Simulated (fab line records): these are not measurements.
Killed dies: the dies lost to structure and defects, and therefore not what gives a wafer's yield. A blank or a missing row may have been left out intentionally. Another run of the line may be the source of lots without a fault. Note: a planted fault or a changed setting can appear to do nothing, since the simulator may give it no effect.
The tool behind it: which one? :: flow n5 finfet :: 26 wafers from 9 lots sampled at 5 of the route's 1938 steps

== WHAT THE GAUGES SHOWED, per wafer ==
N5_BEOL_M4_RC_MEAS_101.
lot: L206
measured: day 9 02:46
on: prober-01
DIBL_N (mV/V): 39.7 36.1 35.1
DIBL_P (mV/V): 39.8 32.2 33.3
IOFF_N (nA/um): 0.19 0.13 0.12
IOFF_P (nA/um): 0.27 0.15 0.17
ION_N (uA/um): 657 644 645
ION_P (uA/um): 452 439 449
SS_N (mV/dec): 71.8 70.9 70.6
SS_P (mV/dec): 75.0 72.2 72.6
VT_N (mV): 249 254 254
VT_P (mV): -248 -255 -255

lot: L205
measured: day 9 08:06
on: prober-02
DIBL_N (mV/V): 34.9 35.6 36.0
DIBL_P (mV/V): 34.8 34.2 34.3
IOFF_N (nA/um): 0.16 0.17 0.17
IOFF_P (nA/um): 0.26 0.25 0.25
ION_N (uA/um): 695 653 679
ION_P (uA/um): 487 460 465
SS_N (mV/dec): 71.3 71.6 71.9
SS_P (mV/dec): 72.6 73.1 73.2
VT_N (mV): 249 250 248
VT_P (mV): -244 -245 -246

lot: L209
measured: day 9 17:14
on: prober-01
DIBL_N (mV/V): 35.3 32.8 32.1
DIBL_P (mV/V): 37.4 33.5 33.0
IOFF_N (nA/um): 0.13 0.10 0.10
IOFF_P (nA/um): 0.21 0.16 0.15
ION_N (uA/um): 659 664 662
ION_P (uA/um): 456 462 459
SS_N (mV/dec): 71.8 70.7 71.0
SS_P (mV/dec): 73.9 72.6 72.1
VT_N (mV): 252 256 257
VT_P (mV): -251 -254 -254

lot: L207
measured: day 9 23:44
on: prober-02
DIBL_N (mV/V): 39.5 39.0 37.1
DIBL_P (mV/V): 41.3 40.2 36.6
IOFF_N (nA/um): 0.25 0.25 0.20
IOFF_P (nA/um): 0.30 0.30 0.23
ION_N (uA/um): 692 689 687
ION_P (uA/um): 469 468 465
SS_N (mV/dec): 73.0 72.0 72.0
SS_P (mV/dec): 74.9 74.1 73.9
VT_N (mV): 244 242 248
VT_P (mV): -246 -245 -246

lot: L211
measured: day 10 02:13
on: prober-02
DIBL_N (mV/V): 35.5 37.8 35.6
DIBL_P (mV/V): 36.0 38.4 35.0
IOFF_N (nA/um): 0.15 0.19 0.15
IOFF_P (nA/um): 0.23 0.27 0.21
ION_N (uA/um): 673 682 684
ION_P (uA/um): 467 478 473
SS_N (mV/dec): 71.9 72.0 71.7
SS_P (mV/dec): 73.6 74.2 73.3
VT_N (mV): 248 249 250
VT_P (mV): -246 -246 -247

lot: L218
measured: day 12 10:00
on: prober-02
DIBL_N (mV/V): 37.2 39.3 35.4
DIBL_P (mV/V): 38.4 40.1 35.7
IOFF_N (nA/um): 0.15 0.21 0.14
IOFF_P (nA/um): 0.22 0.26 0.18
ION_N (uA/um): 660 677 668
ION_P (uA/um): 455 462 460
SS_N (mV/dec): 72.0 72.3 71.1
SS_P (mV/dec): 73.3 73.8 72.7
VT_N (mV): 252 245 248
VT_P (mV): -249 -247 -250

lot: L221
measured: day 12 18:49
on: prober-01
DIBL_N (mV/V): 37.2 36.0 37.9
DIBL_P (mV/V): 37.7 36.6 38.2
IOFF_N (nA/um): 0.18 0.17 0.19
IOFF_P (nA/um): 0.24 0.23 0.24
ION_N (uA/um): 699 678 664
ION_P (uA/um): 478 465 456
SS_N (mV/dec): 72.0 71.1 72.0
SS_P (mV/dec): 73.5 73.3 73.2
VT_N (mV): 247 246 245
VT_P (mV): -246 -247 -249

lot: L223
measured: day 14 02:22
on: prober-02
DIBL_N (mV/V): 36.5 40.9 36.9
DIBL_P (mV/V): 38.2 43.3 38.2
IOFF_N (nA/um): 0.16 0.30 0.18
IOFF_P (nA/um): 0.23 0.37 0.23
ION_N (uA/um): 661 712 682
ION_P (uA/um): 455 483 462
SS_N (mV/dec): 71.5 72.4 71.4
SS_P (mV/dec): 74.0 75.4 74.2
VT_N (mV): 251 240 247
VT_P (mV): -251 -245 -251

lot: L224
measured: day 15 04:58
on: prober-02
DIBL_N (mV/V): 34.8 33.9
DIBL_P (mV/V): 32.7 32.3
IOFF_N (nA/um): 0.12 0.10
IOFF_P (nA/um): 0.14 0.14
ION_N (uA/um): 672 645
ION_P (uA/um): 456 446
SS_N (mV/dec): 70.9 70.4
SS_P (mV/dec): 72.0 72.4
VT_N (mV): 254 257
VT_P (mV): -254 -256

N5_PASSIVATION_OVL_MEAS_66.
lot: L206
measured: day 13 09:37
on: overlay-02
PASS_OPEN_OVL (nm): 5 8 -7

lot: L205
measured: day 13 16:59
on: overlay-01
PASS_OPEN_OVL (nm): 8 0 4

lot: L209
measured: day 14 00:30
on: overlay-02
PASS_OPEN_OVL (nm): 0 2 -2

lot: L207
measured: day 14 04:52
on: overlay-01
PASS_OPEN_OVL (nm): 6 3 3

lot: L211
measured: day 14 05:02
on: overlay-02
PASS_OPEN_OVL (nm): 0 -9 -4

lot: L218
measured: day 16 22:41
on: overlay-01
PASS_OPEN_OVL (nm): 1 0 -8

lot: L221
measured: day 17 09:14
on: overlay-02
PASS_OPEN_OVL (nm): -3 0 -9

lot: L223
measured: day 17 23:10
on: overlay-02
PASS_OPEN_OVL (nm): 7 0 7

lot: L224
measured: day 19 12:43
on: overlay-01
PASS_OPEN_OVL (nm): 4 6

== TOOL THAT RAN EACH LOT (tool first, then ch and the chambers of the sampled wafers, then the start) ==
lot: L206
N5_PASSIVATION_DESCUM_12: rie diel-02 ch 1,3, day 13 06:28
N5_PASSIVATION_VIA_ETCH_13: rie diel-02 ch 1,3, day 13 06:38
N5_PASSIVATION_PECVD_35: pecvd-01 ch 0,2, day 13 09:10

lot: L205
N5_PASSIVATION_DESCUM_12: rie diel-02 ch 0,1,3, day 13 11:37
N5_PASSIVATION_VIA_ETCH_13: rie diel-02 ch 0,1,3, day 13 11:46
N5_PASSIVATION_PECVD_35: pecvd-01 ch 1,2, day 13 16:23

lot: L209
N5_PASSIVATION_DESCUM_12: rie diel-05 ch 0,3, day 13 20:49
N5_PASSIVATION_VIA_ETCH_13: rie diel-05 ch 0,3, day 13 20:58
N5_PASSIVATION_PECVD_35: pecvd-01 ch 0,1, day 14 00:02

lot: L207
N5_PASSIVATION_DESCUM_12: rie diel-02 ch 0,1, day 13 22:08
N5_PASSIVATION_VIA_ETCH_13: rie diel-02 ch 0,1, day 13 22:17
N5_PASSIVATION_PECVD_35: pecvd-04 ch 1,2, day 14 04:17

lot: L211
N5_PASSIVATION_DESCUM_12: rie diel-05 ch 0,2,3, day 14 01:40
N5_PASSIVATION_VIA_ETCH_13: rie diel-05 ch 0,2,3, day 14 01:50
N5_PASSIVATION_PECVD_35: pecvd-01 ch 0,1,2, day 14 04:25

lot: L218
N5_PASSIVATION_DESCUM_12: rie diel-05 ch 2,3, day 16 18:34
N5_PASSIVATION_VIA_ETCH_13: rie diel-05 ch 2,3, day 16 18:44
N5_PASSIVATION_PECVD_35: pecvd-04 ch 1,2, day 16 22:13

lot: L221
N5_PASSIVATION_DESCUM_12: rie diel-04 ch 0,1,2, day 17 05:32
N5_PASSIVATION_VIA_ETCH_13: rie diel-04 ch 0,1,2, day 17 05:41
N5_PASSIVATION_PECVD_35: pecvd-02 ch 0, day 17 08:33

lot: L223
N5_PASSIVATION_DESCUM_12: rie diel-02 ch 1,3, day 17 20:01
N5_PASSIVATION_VIA_ETCH_13: rie diel-02 ch 1,3, day 17 20:11
N5_PASSIVATION_PECVD_35: pecvd-01 ch 1,2, day 17 22:42

lot: L224
N5_PASSIVATION_DESCUM_12: rie diel-04 ch 1,3, day 19 08:53
N5_PASSIVATION_VIA_ETCH_13: rie diel-04 ch 1,3, day 19 09:03
N5_PASSIVATION_PECVD_35: pecvd-04 ch 1,2, day 19 12:17
- N5_PASSIVATION_DESCUM_12: chemistry O2, time 7.9 s.
- N5_PASSIVATION_VIA_ETCH_13: etches SiO2 in CHF3/O2, target depth 660 nm, time 330 s.
- N5_PASSIVATION_PECVD_35: deposits SiNx from SiH4/NH3/N2, target thk 700 nm, time 151.3 s.

== WHAT THE TOOLS THEMSELVES READ (means of the sampled wafers that have a number; where no wafer has one, the mark that the record gives instead) ==
N5_PASSIVATION_DESCUM_12.
lot: L206
tool: rie diel-02
drypump motor current A (A): 5.7
o2 flow sccm (sccm): 225.3
oes product au (a.u.): 0.74
rf fwd power W (W): 49.50
rf vpp V (V): 243.7
showerhead plenum p Torr (Torr): 2.17
throttle valve pct (%): 20.56

lot: L205
tool: rie diel-02
drypump motor current A (A): 5.7
o2 flow sccm (sccm): 224.7
oes product au (a.u.): 0.75
rf fwd power W (W): 49.56
rf vpp V (V): 244.8
showerhead plenum p Torr (Torr): 2.15
throttle valve pct (%): 20.56

lot: L209
tool: rie diel-05
drypump motor current A (A): 6.1
o2 flow sccm (sccm): 224.1
oes product au (a.u.): 0.75
rf fwd power W (W): 49.45
rf vpp V (V): 243.3
showerhead plenum p Torr (Torr): 2.12
throttle valve pct (%): 20.75

lot: L207
tool: rie diel-02
drypump motor current A (A): 6.0
o2 flow sccm (sccm): 224.7
oes product au (a.u.): 0.70
rf fwd power W (W): 49.49
rf vpp V (V): 243.3
showerhead plenum p Torr (Torr): 2.10
throttle valve pct (%): 20.67

lot: L211
tool: rie diel-05
drypump motor current A (A): 5.8
o2 flow sccm (sccm): 224.6
oes product au (a.u.): 0.81
rf fwd power W (W): 49.64
rf vpp V (V): 242.8
showerhead plenum p Torr (Torr): 2.08
throttle valve pct (%): 20.49

lot: L218
tool: rie diel-05
drypump motor current A (A): 5.6
o2 flow sccm (sccm): 225.1
oes product au (a.u.): 0.84
rf fwd power W (W): 49.55
rf vpp V (V): 241.5
showerhead plenum p Torr (Torr): 2.03
throttle valve pct (%): 20.27

lot: L221
tool: rie diel-04
drypump motor current A (A): 5.5
o2 flow sccm (sccm): 224.6
oes product au (a.u.): 0.83
rf fwd power W (W): 49.64
rf vpp V (V): 243.8
showerhead plenum p Torr (Torr): 2.20
throttle valve pct (%): 20.49

lot: L223
tool: rie diel-02
drypump motor current A (A): 5.7
o2 flow sccm (sccm): 223.8
oes product au (a.u.): 0.71
rf fwd power W (W): 49.71
rf vpp V (V): 244.2
showerhead plenum p Torr (Torr): 2.16
throttle valve pct (%): 20.61

lot: L224
tool: rie diel-04
drypump motor current A (A): 5.6
o2 flow sccm (sccm): 224.9
oes product au (a.u.): 0.84
rf fwd power W (W): 49.85
rf vpp V (V): 244.7
showerhead plenum p Torr (Torr): 2.16
throttle valve pct (%): 20.24

N5_PASSIVATION_VIA_ETCH_13.
lot: L206
tool: rie diel-02
drypump motor current A (A): 5.7
etch rf on time s (s): 239
oes product au (a.u.): 0.67
rf fwd power W (W): 648.5
rf vpp V (V): 521
showerhead plenum p Torr (Torr): 2.50
throttle valve pct (%): 19.01

lot: L205
tool: rie diel-02
drypump motor current A (A): 5.8
etch rf on time s (s): 245
oes product au (a.u.): 0.67
rf fwd power W (W): 647.5
rf vpp V (V): 527
showerhead plenum p Torr (Torr): 2.46
throttle valve pct (%): 18.99

lot: L209
tool: rie diel-05
drypump motor current A (A): 6.0
etch rf on time s (s): 241
oes product au (a.u.): 0.69
rf fwd power W (W): 646.0
rf vpp V (V): 536
showerhead plenum p Torr (Torr): 2.45
throttle valve pct (%): 19.18

lot: L207
tool: rie diel-02
drypump motor current A (A): 5.9
etch rf on time s (s): 242
oes product au (a.u.): 0.64
rf fwd power W (W): 645.8
rf vpp V (V): 530
showerhead plenum p Torr (Torr): 2.41
throttle valve pct (%): 19.13

lot: L211
tool: rie diel-05
drypump motor current A (A): 5.8
etch rf on time s (s): 240
oes product au (a.u.): 0.74
rf fwd power W (W): 648.4
rf vpp V (V): 524
showerhead plenum p Torr (Torr): 2.39
throttle valve pct (%): 18.91

lot: L218
tool: rie diel-05
drypump motor current A (A): 5.6
etch rf on time s (s): 240
oes product au (a.u.): 0.76
rf fwd power W (W): 649.5
rf vpp V (V): 513
showerhead plenum p Torr (Torr): 2.33
throttle valve pct (%): 18.67

lot: L221
tool: rie diel-04
drypump motor current A (A): 5.5
etch rf on time s (s): 232
oes product au (a.u.): 0.75
rf fwd power W (W): 647.1
rf vpp V (V): 531
showerhead plenum p Torr (Torr): 2.51
throttle valve pct (%): 18.80

lot: L223
tool: rie diel-02
drypump motor current A (A): 5.7
etch rf on time s (s): 248
oes product au (a.u.): 0.64
rf fwd power W (W): 648.3
rf vpp V (V): 521
showerhead plenum p Torr (Torr): 2.48
throttle valve pct (%): 19.04

lot: L224
tool: rie diel-04
drypump motor current A (A): 5.6
etch rf on time s (s): 239
oes product au (a.u.): 0.76
rf fwd power W (W): 647.5
rf vpp V (V): 539
showerhead plenum p Torr (Torr): 2.52
throttle valve pct (%): 18.84

N5_PASSIVATION_PECVD_35.
lot: L206
tool: pecvd-01
heater power outer w (W): 205
heater power w (W): 451
rf fwd power W (W): 1400
run length s (s): 195.9
showerhead plenum p Torr (Torr): 8.62
showerhead vpp V (V): 2205
susceptor temp C (C): 399.83
throttle valve pct (%): 27.4

lot: L205
tool: pecvd-01
heater power outer w (W): 207
heater power w (W): 497
rf fwd power W (W): 1396
run length s (s): 195.0
showerhead plenum p Torr (Torr): 8.70
showerhead vpp V (V): 2231
susceptor temp C (C): 400.11
throttle valve pct (%): 27.8

lot: L209
tool: pecvd-01
heater power outer w (W): 139
heater power w (W): 344
rf fwd power W (W): 1400
run length s (s): 195.7
showerhead plenum p Torr (Torr): 8.63
showerhead vpp V (V): 2235
susceptor temp C (C): 399.99
throttle valve pct (%): 29.2

lot: L207
tool: pecvd-04
heater power outer w (W): 159
heater power w (W): 387
rf fwd power W (W): 1401
run length s (s): 194.9
showerhead plenum p Torr (Torr): 8.71
showerhead vpp V (V): 2257
susceptor temp C (C): 400.08
throttle valve pct (%): 30.2

lot: L211
tool: pecvd-01
heater power outer w (W): 194
heater power w (W): 433
rf fwd power W (W): 1399
run length s (s): 210.2
showerhead plenum p Torr (Torr): 8.65
showerhead vpp V (V): 2263
susceptor temp C (C): 399.94
throttle valve pct (%): 28.3

lot: L218
tool: pecvd-04
heater power outer w (W): 174
heater power w (W): 405
rf fwd power W (W): 1398
run length s (s): 194.7
showerhead plenum p Torr (Torr): 8.74
showerhead vpp V (V): 2279
susceptor temp C (C): 399.78
throttle valve pct (%): 31.5

lot: L221
tool: pecvd-02
heater power outer w (W): 181
heater power w (W): 338
rf fwd power W (W): 1394
run length s (s): 195.6
showerhead plenum p Torr (Torr): 8.76
showerhead vpp V (V): 2371
susceptor temp C (C): 399.99
throttle valve pct (%): 28.7

lot: L223
tool: pecvd-01
heater power outer w (W): 259
heater power w (W): 562
rf fwd power W (W): 1400
run length s (s): 195.4
showerhead plenum p Torr (Torr): 8.66
showerhead vpp V (V): 2210
susceptor temp C (C): 400.20
throttle valve pct (%): 27.1

lot: L224
tool: pecvd-04
heater power outer w (W): 152
heater power w (W): 380
rf fwd power W (W): 1405
run length s (s): 194.6
showerhead plenum p Torr (Torr): 8.72
showerhead vpp V (V): 2293
susceptor temp C (C): 399.86
throttle valve pct (%): 31.1

== THE ANSWER, worked out from the rows above alone ==
Rule: the lots themselves supply what counts as usual. The widest of any qualifying gaps counts: lots, ordered by their means at a reading, are off when they make up no more than a third of the lots, leave a main group of 4 or more, and stand apart from it by 3 or more times the standard deviation of that group's means. If all means in a main group match to the digits the tables above print for the reading, that group is not used. A lot without any number at a reading at which 4 lots or more have one is off too. Any other lot the step has rows for is counted as sound. Order of review: gauges by route order, followed by the tools' own readings, for which a lot's mean as printed above is used. The first step at which some lot is off is used, and at that step the reading that is off furthest; a lot without a number counts as furthest.
Off, at N5_PASSIVATION_PECVD_35 on run length s: L211. For the main group the mean is 195.2 s and the standard deviation 0.46.
If a tool, at that step or one of the process steps before it, ran each lot that is off and ran no sound lot following the first of them, it fits. No candidate that was tried fits.

== WHAT THE SIMULATOR HAD PUT IN ==
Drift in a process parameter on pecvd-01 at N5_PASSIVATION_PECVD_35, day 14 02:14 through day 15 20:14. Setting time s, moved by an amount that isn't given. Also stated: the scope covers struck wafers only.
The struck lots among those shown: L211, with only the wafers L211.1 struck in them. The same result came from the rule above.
